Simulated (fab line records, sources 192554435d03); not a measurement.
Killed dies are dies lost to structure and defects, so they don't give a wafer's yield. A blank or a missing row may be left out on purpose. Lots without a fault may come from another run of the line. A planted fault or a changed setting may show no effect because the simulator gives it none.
fab line records | flow n5_finfet
record lots=5 wafers=15 last_day=19
route steps=1938 shown BEOL_M4@1099 BEOL_M5@1112 BEOL_M15@1824 PASSIVATION@1936
lots that met no fault: from a run of the same line without faults
start_h: hours from the record's first day to the start of the lot's first wafer shown | wait_h: hours since the lot's step before | " the same as in the row above | L1.1+2: a row that stands for several wafers | - no value, or no start given | * or withheld: withheld | < > ~ a bound
route shown NAME@n: a module of which the file shows steps, and the number in the route of the first | usual: mean/standard deviation of fault-free wafers | same: alike in all rows | chamber/n: place in a boat | sites: the reading at each site | _std_site: their standard deviation | _edge_site: outer sites' mean less inner sites' | radius_mm: how far each site lies from the wafer's centre | mask NAME#n: copy n | behind: the tool/chamber that last shaped the wafer | hold: why the lot was held/for how many hours/how that ended | device: the transistor (n, p or np) that didn't switch | end of line: the same wafers' tests at the end of the route | a step without rows: its recipe alone | killed: dies lost to structure and defects at the first sort, not the wafer's yield | map: a wafer's dies, x killed, . not, _ none there
set.NAME: the setting as run; set.NAME@STEP: as run at that earlier step | model.NAME: the simulator's own value behind a step, which no gauge read
lots at some steps of the route; a table a step, a row a wafer
services: from which hour (start_h, from the record's first day; less than 0 if before it) a tool's chamber was out of use, for how many hours, and why
## steps
# step N5_BEOL_M4_ANNEAL_95
# recipe temp_c=400 time_s=240 ambient=vacuum
# step N5_BEOL_M4_SPUTTER_96
# recipe material=Cu target_thk_a=45 temp_c=-20 chamber_pressure_pa=0.07 power_w=withheld time_s=8.29
# step N5_BEOL_M4_ECD_50
# recipe material=Cu target_thk_a=3000
# step N5_BEOL_M4_ANNEAL_51
# recipe temp_c=225 time_s=90 ambient=N2
# step N5_BEOL_M4_CMP_52
# recipe stop_on=SiOC t_overpolish_s=6.8 down_force_psi=1 platen_rpm=50 clearing_platen_down_force_psi=1.5 clearing_platen_rpm=50 post_cmp_clean=cu_alkaline target_thk_nm=40 clearing_platen_pad_velocity_m_s=0.99484 pad_velocity_m_s=0.99484
# step N5_BEOL_M4_PRE_CLEAN_60
# recipe gas=NH3/H2 time_s=15 temp_c=* rf_power_w=300
# step N5_BEOL_M4_CO_CAP_55
# recipe material=Co target_thk_a=20 temp_c=200 precursor=CCTBA/H2 pressure_torr=30 time_s=102.1
# step N5_BEOL_M4_PRE_CLEAN_56
# recipe gas=NH3 time_s=15 temp_c=withheld rf_power_w=300
# step N5_BEOL_M4_DEP_57
# recipe material=SiCN target_thk_a=80 temp_c=withheld precursor=3MS/NH3 pressure_torr=3 rf_w=202 time_s=14
# step N5_BEOL_M4_RC_MEAS_101
# usual DIBL_N=36.1/1.3 DIBL_P=36.1/1.7 IOFF_N=0.154/0.022 IOFF_P=0.201/0.024 ION_N=675/8.9 ION_P=462/5.9 SS_N=71.5/0.49 SS_P=73.3/0.58 VT_N=250.0/2.7 VT_P=-251.3/2.7
# columns lot.wafer tool chamber start_h wait_h DIBL_N[mV/V] DIBL_P[mV/V] IOFF_N[nA/um] IOFF_P[nA/um] ION_N[uA/um] ION_P[uA/um] SS_N[mV/dec] SS_P[mV/dec] VT_N[mV] VT_P[mV]
L822.1 prober-02 0 259.55 0.0 35.9 36.1 0.152 0.199 681 461 71.5 73.4 251.1 -251.5
L822.2 " 0 " " 36.7 36.9 0.163 0.224 686 466 71.7 73.6 245.8 -248.8
L822.5 " 0 " " 34.7 35.1 0.138 0.193 675 464 71.1 72.3 250.6 -251.3
L825.2 prober-02 0 261.80 0.2 38.4 37.6 0.202 0.243 695 473 71.5 74.3 244.1 -246.5
L825.4 " 0 " " 36.5 35.5 0.163 0.202 678 464 71.0 72.9 246.5 -251.5
L825.6 " 0 " " 38.9 37.6 0.215 0.260 681 467 72.3 74.5 242.8 -248.4
L826.1 prober-02 0 267.39 0.0 35.4 35.6 0.134 0.199 665 459 71.2 72.7 252.3 -250.5
L826.2 " 0 " " 37.1 37.7 0.162 0.225 677 470 70.5 73.0 250.8 -248.2
L826.4 " 0 " " 37.9 38.4 0.174 0.235 681 468 72.0 73.4 250.6 -248.6
L832.3 prober-01 0 294.16 0.3 37.5 38.4 0.182 0.222 683 464 71.7 73.4 245.1 -250.1
L832.4 " 0 " " 37.0 37.5 0.181 0.205 684 460 71.7 72.8 247.8 -250.5
L832.6 " 0 " " 37.1 37.4 0.180 0.210 685 463 71.2 73.5 246.4 -249.2
L834.1 prober-01 0 322.46 0.0 34.4 34.5 0.120 0.148 673 461 71.5 72.9 253.3 -257.6
L834.3 " 0 " " 37.1 37.9 0.162 0.182 677 459 71.4 73.9 248.8 -253.7
L834.4 " 0 " " 35.9 36.7 0.149 0.175 671 456 72.4 73.4 249.1 -255.6
# step N5_BEOL_M5_ILD_DEP_00
# recipe material=SiCOH_lowk target_thk_a=1406.4 temp_c=300 precursor=DEMS/porogen pressure_torr=5 rf_w=500 time_s=25.9
# step N5_BEOL_M5_CURE_79
# recipe temp_c=385 time_s=240 ambient=He/Ar material=SiCOH_lowk
# step N5_BEOL_M5_PECVD_70
# recipe material=SiO2 target_thk_a=160 temp_c=400 precursor=TEOS/O2 pressure_torr=5.5 rf_w=450 teos_flow_sccm=53.8 gas=O2 flow_sccm=3000 time_s=18
# step N5_BEOL_M5_HM_DEP_02
# recipe material=TiN target_thk_a=200 temp_c=25 chamber_pressure_pa=0.49996
# step N5_BEOL_M5_COAT_59
# recipe resist=SOC temp_c=250 time_s=60 spin_rpm=1500 resist_thk_nm=60
# step N5_BEOL_M5_COAT_60
# recipe resist=SiARC temp_c=220 time_s=60 spin_rpm=1500 resist_thk_nm=12
# step N5_BEOL_M5_COAT_71
# recipe resist=underlayer temp_c=205 time_s=60 spin_rpm=1500 resist_thk_nm=5
# step N5_BEOL_M5_COAT_05
# recipe resist=CAR-EUV spin_rpm=1500 resist_thk_nm=30
# step N5_BEOL_M5_EBR_07
# recipe solvent=PGMEA ebr_width_mm=1.5
# step N5_BEOL_M5_SOFTBAKE_06
# recipe temp_c=110 time_s=60 resist=CAR-EUV
# step N5_BEOL_M5_EXPOSE_08
# recipe mask_id=M5 na=0.33 source_shape=annular sigma_inner=0.4 sigma_outer=0.8 polarization=unpolarized target_cd_nm=28 dose_mj=35.75
# step N5_BEOL_M5_PEB_09
# recipe peb_temp_c=100 peb_time_s=60 resist=CAR-EUV
# step N5_BEOL_M5_DEVELOP_10
# recipe develop_time_s=30 developer=TMAH resist=CAR-EUV rinse_liquid=surfactant_rinse dry=air_spin dev_temp_c=23
# step N5_BEOL_M5_DESCUM_16
# recipe chemistry=O2 time_s=7 source_power_w=50 bias_power_w=20 pressure_mtorr=20 rf_frequency_hz=2.712e+07 temp_c=40 resist=CAR-EUV o2_flow_sccm=225
# step N5_BEOL_M5_ETCH_72
# recipe chemistry=N2/H2 target=underlayer target_depth_a=65 mask_material=CAR-EUV time_s=5.2 ion_energy_ev=200 pressure_mtorr=30 source_w=840 bias_w=150 n2_flow_sccm=200 h2_flow_sccm=200 ends=cleared
# step N5_BEOL_M5_ETCH_61
# recipe chemistry=CF4 target=SiARC target_depth_a=156 mask_material=CAR-EUV time_s=26 ion_energy_ev=80 pressure_mtorr=40 source_w=545 bias_w=36 Ar_flow_sccm=100 cf4_flow_sccm=100 ends=cleared
# step N5_BEOL_M5_ETCH_62
# recipe chemistry=N2/H2 target=SOC target_depth_a=750 overetch_a=150 mask_material=SiARC temp_c=40 time_s=112.5 ion_energy_ev=200 pressure_mtorr=30 source_w=840 bias_w=150 n2_flow_sccm=200 h2_flow_sccm=200
# step N5_BEOL_M5_STRIP_63
# recipe chemistry=N2/H2 temp_c=40 n2_flow_sccm=200 h2_flow_sccm=200 rf_frequency_hz=6e+07
# step N5_BEOL_M5_STRIP_73
# recipe chemistry=N2/H2 temp_c=40 n2_flow_sccm=200 h2_flow_sccm=200 rf_frequency_hz=6e+07
# step N5_BEOL_M5_STRIP_64
# recipe chemistry=CF4 resist=SiARC power_w=300 bias_power_w=75 pressure_mtorr=50 cf4_flow_sccm=150 rf_frequency_hz=6e+07
# step N5_BEOL_M5_HM_OPEN_17
# recipe chemistry=Cl2/BCl3 target_depth_a=200 overetch_a=60 target=TiN mask_material=SOC ion_energy_ev=150 pressure_mtorr=10 icp_w=1000 bias_w=126 Cl2_flow_sccm=53.25 bcl3_flow_sccm=21.75 Ar_flow_sccm=25
# step N5_BEOL_M5_STRIP_19
# recipe chemistry=O2 power_w=400 temp_c=40 pressure_mtorr=30 rf_frequency_hz=6e+07 bias_power_w=0 overash_fraction=0.2 o2_flow_sccm=225
# step N5_BEOL_M5_COAT_65
# recipe resist=SOC temp_c=250 time_s=60 spin_rpm=1500 resist_thk_nm=60
# step N5_BEOL_M5_COAT_66
# recipe resist=SiARC temp_c=220 time_s=60 spin_rpm=1500 resist_thk_nm=12
# step N5_BEOL_M15_CMP_49
# recipe stop_on=SiO2 t_overpolish_s=4.9 down_force_psi=2 platen_rpm=80 clearing_platen_down_force_psi=2 clearing_platen_rpm=80 post_cmp_clean=cu_alkaline target_thk_nm=850 clearing_platen_pad_velocity_m_s=1.5917 pad_velocity_m_s=1.5917
# usual barrier_field_endpoint_s=11.28/0.25 clearing_platen_down_force_psi=2.000/0.0041 clearing_platen_rpm=80.01/0.044 motor_current_A=8.3/0.68 overpolish_run_s=4.900/0.0086 platen_rpm=80.00/0.055 t_overpolish_s=4.9/0
# columns lot.wafer tool chamber start_h wait_h barrier_field_endpoint_s clearing_platen_down_force_psi clearing_platen_rpm motor_current_A overpolish_run_s platen_rpm t_overpolish_s model.Cu_of_BEOL_M15_ECD_47.thk_nm
L822.2 cmp-01 1 352.56 0.2 - - - - - - - 1864
L822.1 " 2 " " - - - - - - - 1854
L822.5 " 1 " " - - - - - - - 1862
L825.4 cmp-02 3 352.97 0.1 - - - - - - - 1883
L825.2 " 2 " " - - - - - - - 1897
L825.6 " 0 " " - - - - - - - 1855
L826.4 cmp-02 1 355.06 0.1 - - - - - - - 1876
L826.2 " 3 " " - - - - - - - 1855
L826.1 " 0 " " - - - - - - - 1864
L832.3 cmp-01 0 385.94 0.2 11.42 2.008 80.03 8.7 4.888 80.03 4.9 846.8
L832.4 " 2 " " 11.37 2.002 80.00 8.6 4.891 79.97 4.9 834.8
L832.6 " 3 " " 11.03 1.995 80.06 8.1 4.899 80.03 4.9 849.2
L834.4 cmp-01 2 422.34 0.3 11.35 2.002 80.01 8.5 4.910 80.04 4.9 852.2
L834.1 " 3 " " 11.06 2.000 80.01 7.7 4.899 80.00 4.9 849
L834.3 " 1 " " 11.05 1.996 80.09 8.2 4.897 80.06 4.9 870.6
# step N5_BEOL_M15_THK_MEAS_50
# recipe thk_meas_gauge=xrf reads=Cu_of_BEOL_M15_ECD_47
# usual M15_THK=849/15
# columns lot.wafer tool chamber start_h wait_h M15_THK[nm]
L822.1 film_metro-01 - 352.81 0.2 1855
L822.2 " - " " 1869
L822.5 " - " " 1870
L825.2 film_metro-02 - 353.26 0.1 1888
L825.4 " - " " 1876
L825.6 " - " " 1852
L826.1 film_metro-01 - 355.36 0.1 1868
L826.2 " - " " 1857
L826.4 " - " " 1875
L832.3 film_metro-01 - 386.19 - 853
L832.4 " - " " 833
L832.6 " - " " 849
L834.1 film_metro-02 - 422.64 - 858
L834.3 " - " " 884
L834.4 " - " " 861
# step N5_BEOL_M15_RS_MEAS_54
# recipe thk_meas_gauge=four-point-probe reads=Cu_of_BEOL_M15_ECD_47+Ta_of_BEOL_M15_SPUTTER_44+TaN_of_BEOL_M15_SPUTTER_43
# usual M15_RS=0.0216/0.00035
# columns lot.wafer tool chamber start_h wait_h M15_RS[ohm/sq]
L822.1 film_metro-01 - 352.94 0.0 0.0093
L822.2 " - " " 0.0093
L822.5 " - " " 0.0092
L825.2 film_metro-02 - 353.42 0.1 0.0091
L825.4 " - " " 0.0091
L825.6 " - " " 0.0093
L826.1 film_metro-02 - 355.48 0.0 0.0092
L826.2 " - " " 0.0093
L826.4 " - " " 0.0092
L832.3 film_metro-02 - 386.35 0.1 0.0216
L832.4 " - " " 0.0219
L832.6 " - " " 0.0215
L834.1 film_metro-02 - 422.77 0.0 0.0215
L834.3 " - " " 0.0209
L834.4 " - " " 0.0214
# step N5_BEOL_M15_INSPECT_55
# recipe inspect_instrument=darkfield mode=post_dep
# usual raw_defect_count=69/24
# columns lot.wafer tool chamber start_h wait_h raw_defect_count
L822.1 defect_inspect-02 - 352.97 0.0 6337
L822.2 " - " " 6505
L822.5 " - " " 6424
L825.2 defect_inspect-01 - 353.45 0.0 6375
L825.4 " - " " 6280
L825.6 " - " " 6496
L826.1 defect_inspect-02 - 355.51 0.0 6536
L826.2 " - " " 6337
L826.4 " - " " 6499
L832.3 defect_inspect-02 - 386.38 0.0 89
L832.4 " - " " 81
L832.6 " - " " 112
L834.1 defect_inspect-02 - 422.79 0.0 57
L834.3 " - " " 77
L834.4 " - " " 76
# step N5_PASSIVATION_PROBE_49
# usual defect_limited_yield=90.9/1.3 killed_at_M0_to_M3=35/10 killed_at_M4_up=15/5.7 killed_at_contacts=14/6.4 killed_at_front_end=40/11 killed_at_other=4/3.1 killed_dies=108/16 killed_on_rim=14/3.6 killed_open=71/11 killed_short=34/7.7 sort_bin_5_function=5.4/0.9 sort_bin_6_memory=3.4/0.61 sort_n_pass=1072/16 sort_yield_pct=90.9/1.3
# same gross_dies=1180 killed_at_back_side=0 sort_bin_4_leakage[%]=0 sort_bin_8_speed[%]=0
# columns lot.wafer tool chamber start_h wait_h defect_limited_yield[%] killed_at_M0_to_M3 killed_at_M4_up killed_at_contacts killed_at_front_end killed_at_other killed_dies killed_on_rim killed_open killed_short sort_bin_5_function[%] sort_bin_6_memory[%] sort_n_pass sort_yield_pct[%]
L822.1 prober-02 - 370.53 0.0 0 26 1062 19 66 7 1180 152 92 41 6.5 4.5 0 0
L822.2 prober-02 - 370.58 0.1 0 37 1083 14 42 4 1180 152 78 33 5.7 3.6 0 0
L822.5 prober-02 - 370.73 0.2 0 30 1100 7 38 5 1180 152 62 24 3.4 3.9 0 0
L825.2 prober-02 - 373.13 0.1 0 27 1098 15 35 5 1180 152 73 25 4.8 3.1 0 0
L825.4 prober-02 - 373.23 0.2 0 19 1095 23 41 2 1180 152 71 27 4.5 3.7 0 0
L825.6 prober-02 - 373.33 0.3 0 32 1105 11 28 4 1180 152 54 33 4.2 3.2 0 0
L826.1 prober-01 - 375.05 0.0 0 42 1109 9 18 2 1180 152 56 18 3.5 2.7 0 0
L826.2 prober-01 - 375.10 0.1 0 34 1099 5 39 3 1180 152 62 31 4.6 2.9 0 0
L826.4 prober-01 - 375.20 0.2 0 34 1102 10 32 2 1180 152 61 24 4.2 3.1 0 0
L832.3 prober-02 - 404.46 0.1 91.0 38 12 12 40 4 106 15 64 35 4.4 3.7 1074 91.0
L832.4 prober-02 - 404.51 0.2 91.9 28 10 19 34 5 96 10 68 28 5.1 2.5 1084 91.9
L832.6 prober-02 - 404.61 0.3 91.6 35 11 12 40 1 99 20 61 37 4.2 3.7 1081 91.6
L834.1 prober-01 - 447.31 0.0 89.9 41 17 21 37 3 119 17 78 40 5.7 4.2 1061 89.9
L834.3 prober-01 - 447.41 0.1 89.6 44 14 15 46 4 123 19 81 41 6.0 4.0 1057 89.6
L834.4 prober-01 - 447.46 0.2 90.0 39 18 14 43 4 118 21 78 37 5.8 3.7 1062 90.0
# killed by level:class
L822.1 BEOL_M15:area_cmp=1046 FIN_SAQP:geometric_particle:open=21 MOL_CONTACT_COAG:geometric_particle:open=14 STI_FIN_REVEAL:geometric_particle:open=13 FIN_SAQP:geometric_particle:short=9 BEOL_M4:geometric_particle:open=8 BEOL_M3:geometric_particle:short=7 MOL_CONTACT_COAG:geometric_particle:short=5
L822.2 BEOL_M15:area_cmp=1069 MOL_CONTACT_COAG:geometric_particle:open=12 FIN_SAQP:geometric_particle:open=10 STI_FIN_REVEAL:geometric_particle:open=10 BEOL_M0_SAQP:geometric_particle:open=9 BEOL_M0_SAQP:geometric_particle:short=8 FIN_SAQP:geometric_particle:short=7 BEOL_M4:geometric_particle:open=7
L822.5 BEOL_M15:area_cmp=1091 STI_FIN_REVEAL:geometric_particle:open=14 BEOL_M3:geometric_particle:open=10 FIN_SAQP:geometric_particle:short=7 MOL_CONTACT_COAG:geometric_particle:open=7 BEOL_M2:geometric_particle:open=4 STARTING-WAFER:geometric_particle:open=4 FIN_SAQP:geometric_particle:open=3
L825.2 BEOL_M15:area_cmp=1082 BEOL_M4:geometric_particle:open=11 MOL_CONTACT_COAG:geometric_particle:open=11 STI_FIN_REVEAL:geometric_particle:open=10 BEOL_M2:geometric_particle:open=7 BEOL_M0_SAQP:geometric_particle:open=6 MOL_CONTACT_COAG:geometric_particle:short=4 BEOL_M1:geometric_particle:open=4
L825.4 BEOL_M15:area_cmp=1082 MOL_CONTACT_COAG:geometric_particle:open=21 STI_FIN_REVEAL:geometric_particle:open=12 FIN_SAQP:geometric_particle:short=7 ILD0:geometric_particle:open=6 BEOL_M2:geometric_particle:open=6 ILD0:geometric_particle:short=5 BEOL_M1:geometric_particle:open=5
L825.6 BEOL_M15:area_cmp=1092 MOL_CONTACT_COAG:geometric_particle:open=9 BEOL_M1:geometric_particle:open=9 BEOL_M0_SAQP:geometric_particle:short=8 FIN_SAQP:geometric_particle:short=5 BEOL_M0_SAQP:geometric_particle:open=5 GATE_CUT:geometric_particle:short=4 BEOL_M2:geometric_particle:open=4
L826.1 BEOL_M15:area_cmp=1105 BEOL_M3:geometric_particle:open=15 BEOL_M2:geometric_particle:open=10 BEOL_M1:geometric_particle:open=8 MOL_CONTACT_COAG:geometric_particle:open=5 MOL_CONTACT_COAG:geometric_particle:short=3 STARTING-WAFER:geometric_particle:short=3 STARTING-WAFER:geometric_particle:open=3
L826.2 BEOL_M15:area_cmp=1087 DUMMY_GATE:geometric_particle:open=8 BEOL_M3:geometric_particle:open=8 STI_FIN_REVEAL:geometric_particle:open=7 BEOL_M0_SAQP:geometric_particle:open=7 BEOL_M0_SAQP:geometric_particle:short=7 FIN_SAQP:geometric_particle:open=6 MOL_CONTACT_COAG:geometric_particle:open=5
L826.4 BEOL_M15:area_cmp=1094 BEOL_M3:geometric_particle:open=10 DUMMY_GATE:geometric_particle:open=9 MOL_CONTACT_COAG:geometric_particle:open=7 BEOL_M1:geometric_particle:open=7 BEOL_M0_SAQP:geometric_particle:open=6 FIN_SAQP:geometric_particle:open=5 FIN_SAQP:geometric_particle:short=4
L832.3 MOL_CONTACT_COAG:geometric_particle:open=9 BEOL_M0:geometric_particle:open=7 BEOL_M2:geometric_particle:open=7 BEOL_M3:geometric_particle:open=7 HKMG_FIN:area_etch=7 ILD0:geometric_particle:open=6 FIN_SAQP:geometric_particle:short=5 GATE_CUT:geometric_particle:short=5
L832.4 MOL_CONTACT_COAG:geometric_particle:open=16 BEOL_M1:geometric_particle:open=7 GATE_CUT:geometric_particle:short=6 BEOL_M4:geometric_particle:open=6 FIN_SAQP:geometric_particle:open=5 DUMMY_GATE:geometric_particle:open=5 BEOL_M2:geometric_particle:open=5 STI_FIN_REVEAL:geometric_particle:open=4
L832.6 MOL_CONTACT_COAG:geometric_particle:open=10 BEOL_M1:geometric_particle:open=9 FIN_SAQP:geometric_particle:short=8 DUMMY_GATE:geometric_particle:open=8 BEOL_M4:geometric_particle:open=8 FIN_SAQP:geometric_particle:open=6 BEOL_M0_SAQP:geometric_particle:short=6 DUMMY_GATE:geometric_particle:short=5
L834.1 MOL_CONTACT_COAG:geometric_particle:open=19 BEOL_M0_SAQP:geometric_particle:short=13 FIN_SAQP:geometric_particle:open=11 BEOL_M3:geometric_particle:open=9 FIN_SAQP:geometric_particle:short=8 BEOL_M0_SAQP:geometric_particle:open=8 STI_FIN_REVEAL:geometric_particle:open=7 DUMMY_GATE:geometric_particle:open=4
L834.3 STI_FIN_REVEAL:geometric_particle:open=19 MOL_CONTACT_COAG:geometric_particle:open=12 FIN_SAQP:geometric_particle:open=11 BEOL_M0_SAQP:geometric_particle:short=9 BEOL_M2:geometric_particle:short=9 BEOL_M0_SAQP:geometric_particle:open=8 BEOL_M4:geometric_particle:open=7 STARTING-WAFER:geometric_particle:short=6
L834.4 MOL_CONTACT_COAG:geometric_particle:open=13 BEOL_M0_SAQP:geometric_particle:short=13 BEOL_M0_SAQP:geometric_particle:open=12 FIN_SAQP:geometric_particle:open=11 FIN_SAQP:geometric_particle:short=9 STI_FIN_REVEAL:geometric_particle:open=8 BEOL_M4:geometric_particle:open=7 BEOL_M0:geometric_particle:open=5
# map L822.1 (x killed, . not)
_________________xxxxxxxxxxxx________________
______________xxxxxxxxxxxxxxxxxx_____________
___________xxxxxxxxxxxxxxxxxxxxxxxx__________
__________xxxxxxxxxxxxxxxxxxxxxxxxxx_________
________xxxxxxxxxxxxxxxxxxxxxxxxxxxxxx_______
_______xxxxxxxxxxxxxxxxxxxxxxxxxxxxxxxx______
______xxxxxxxxxxxxxxxxxxxxxxxxxxxxxxxxxx_____
_____xxxxxxxxxxxxxxxxxxxxxxxxxxxxxxxxxxxx____
____xxxxxxxxxxxxxxxxxxxxxxxxxxxxxxxxxxxxxx___
___xxxxxxxxxxxxxxxxxxxxxxxxxxxxxxxxxxxxxxxx__
___xxxxxxxxxxxxxxxxxxxxxxxxxxxxxxxxxxxxxxxx__
__xxxxxxxxxxxxxxxxxxxxxxxxxxxxxxxxxxxxxxxxxx_
__xxxxxxxxxxxxxxxxxxxxxxxxxxxxxxxxxxxxxxxxxx_
_xxxxxxxxxxxxxxxxxxxxxxxxxxxxxxxxxxxxxxxxxxxx
_xxxxxxxxxxxxxxxxxxxxxxxxxxxxxxxxxxxxxxxxxxxx
_xxxxxxxxxxxxxxxxxxxxxxxxxxxxxxxxxxxxxxxxxxxx
_xxxxxxxxxxxxxxxxxxxxxxxxxxxxxxxxxxxxxxxxxxxx
_xxxxxxxxxxxxxxxxxxxxxxxxxxxxxxxxxxxxxxxxxxxx
_xxxxxxxxxxxxxxxxxxxxxxxxxxxxxxxxxxxxxxxxxxxx
_xxxxxxxxxxxxxxxxxxxxxxxxxxxxxxxxxxxxxxxxxxxx
_xxxxxxxxxxxxxxxxxxxxxxxxxxxxxxxxxxxxxxxxxxxx
__xxxxxxxxxxxxxxxxxxxxxxxxxxxxxxxxxxxxxxxxxx_
__xxxxxxxxxxxxxxxxxxxxxxxxxxxxxxxxxxxxxxxxxx_
___xxxxxxxxxxxxxxxxxxxxxxxxxxxxxxxxxxxxxxxx__
___xxxxxxxxxxxxxxxxxxxxxxxxxxxxxxxxxxxxxxxx__
____xxxxxxxxxxxxxxxxxxxxxxxxxxxxxxxxxxxxxx___
_____xxxxxxxxxxxxxxxxxxxxxxxxxxxxxxxxxxxx____
______xxxxxxxxxxxxxxxxxxxxxxxxxxxxxxxxxx_____
_______xxxxxxxxxxxxxxxxxxxxxxxxxxxxxxxx______
________xxxxxxxxxxxxxxxxxxxxxxxxxxxxxx_______
__________xxxxxxxxxxxxxxxxxxxxxxxxxx_________
___________xxxxxxxxxxxxxxxxxxxxxxxx__________
______________xxxxxxxxxxxxxxxxxx_____________
_________________xxxxxxxxxxxx________________
# map L825.2 (x killed, . not)
_________________xxxxxxxxxxxx________________
______________xxxxxxxxxxxxxxxxxx_____________
___________xxxxxxxxxxxxxxxxxxxxxxxx__________
__________xxxxxxxxxxxxxxxxxxxxxxxxxx_________
________xxxxxxxxxxxxxxxxxxxxxxxxxxxxxx_______
_______xxxxxxxxxxxxxxxxxxxxxxxxxxxxxxxx______
______xxxxxxxxxxxxxxxxxxxxxxxxxxxxxxxxxx_____
_____xxxxxxxxxxxxxxxxxxxxxxxxxxxxxxxxxxxx____
____xxxxxxxxxxxxxxxxxxxxxxxxxxxxxxxxxxxxxx___
___xxxxxxxxxxxxxxxxxxxxxxxxxxxxxxxxxxxxxxxx__
___xxxxxxxxxxxxxxxxxxxxxxxxxxxxxxxxxxxxxxxx__
__xxxxxxxxxxxxxxxxxxxxxxxxxxxxxxxxxxxxxxxxxx_
__xxxxxxxxxxxxxxxxxxxxxxxxxxxxxxxxxxxxxxxxxx_
_xxxxxxxxxxxxxxxxxxxxxxxxxxxxxxxxxxxxxxxxxxxx
_xxxxxxxxxxxxxxxxxxxxxxxxxxxxxxxxxxxxxxxxxxxx
_xxxxxxxxxxxxxxxxxxxxxxxxxxxxxxxxxxxxxxxxxxxx
_xxxxxxxxxxxxxxxxxxxxxxxxxxxxxxxxxxxxxxxxxxxx
_xxxxxxxxxxxxxxxxxxxxxxxxxxxxxxxxxxxxxxxxxxxx
_xxxxxxxxxxxxxxxxxxxxxxxxxxxxxxxxxxxxxxxxxxxx
_xxxxxxxxxxxxxxxxxxxxxxxxxxxxxxxxxxxxxxxxxxxx
_xxxxxxxxxxxxxxxxxxxxxxxxxxxxxxxxxxxxxxxxxxxx
__xxxxxxxxxxxxxxxxxxxxxxxxxxxxxxxxxxxxxxxxxx_
__xxxxxxxxxxxxxxxxxxxxxxxxxxxxxxxxxxxxxxxxxx_
___xxxxxxxxxxxxxxxxxxxxxxxxxxxxxxxxxxxxxxxx__
___xxxxxxxxxxxxxxxxxxxxxxxxxxxxxxxxxxxxxxxx__
____xxxxxxxxxxxxxxxxxxxxxxxxxxxxxxxxxxxxxx___
_____xxxxxxxxxxxxxxxxxxxxxxxxxxxxxxxxxxxx____
______xxxxxxxxxxxxxxxxxxxxxxxxxxxxxxxxxx_____
_______xxxxxxxxxxxxxxxxxxxxxxxxxxxxxxxx______
________xxxxxxxxxxxxxxxxxxxxxxxxxxxxxx_______
__________xxxxxxxxxxxxxxxxxxxxxxxxxx_________
___________xxxxxxxxxxxxxxxxxxxxxxxx__________
______________xxxxxxxxxxxxxxxxxx_____________
_________________xxxxxxxxxxxx________________
## services
# columns tool chamber start_h hours kind
cmp-02 - 337.23 1.5 repair
cmp-02 - 350.18 0.4 repair
cmp-01 - 350.53 0.4 repair
cmp-02 - 372.34 0.5 repair
cmp-02 - 385.86 4.0 pm
cmp-01 - 388.20 2.8 pm
cmp-02 - 389.86 - consumable_replace:conditioner
cmp-02 - 389.86 - consumable_replace:pad
cmp-02 - 407.08 1.2 repair
cmp-02 - 409.63 0.4 repair
cmp-02 - 421.55 0.8 repair
## key
first_sign step=N5_BEOL_M15_CMP_49 reading=tool_record direction=missing
effect step=N5_BEOL_M15_THK_MEAS_50 reading=M15_THK direction=up sigmas=66 usual=849 struck=1868
effect step=N5_BEOL_M15_RS_MEAS_54 reading=M15_RS direction=down sigmas=36 usual=0.0216 struck=0.0092
effect step=N5_BEOL_M15_INSPECT_55 reading=raw_defect_count direction=up sigmas=99+ usual=69 struck=6421
effect step=N5_PASSIVATION_PROBE_49 reading=killed_at_M4_up direction=up sigmas=99+ usual=15 struck=1095
model_effect step=N5_BEOL_M15_CMP_49 value=Cu_of_BEOL_M15_ECD_47.thk_nm without=831.6 struck=1868
more_kills_born_at N5_BEOL_M15_CMP_49@cmp-02=6542 N5_BEOL_M15_CMP_49@cmp-01=3206
met_at N5_BEOL_M15_CMP_49
struck_wafers L822.1,L822.2,L822.5,L825.2,L825.4,L825.6,L826.1,L826.2,L826.4
later_rows_left_out L822.1,L822.2,L822.5,L825.2,L825.4,L825.6,L826.1,L826.2,L826.4
fault kind=skipped_step_whole tool=cmp-01,cmp-02 chamber=- onset_h=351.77 steps=N5_BEOL_M15_CMP_49 scope=struck_lots_only
# later_rows_left_out: the simulator's readings of these wafers behind a module that went badly wrong aren't trusted and aren't shown, but for the sort
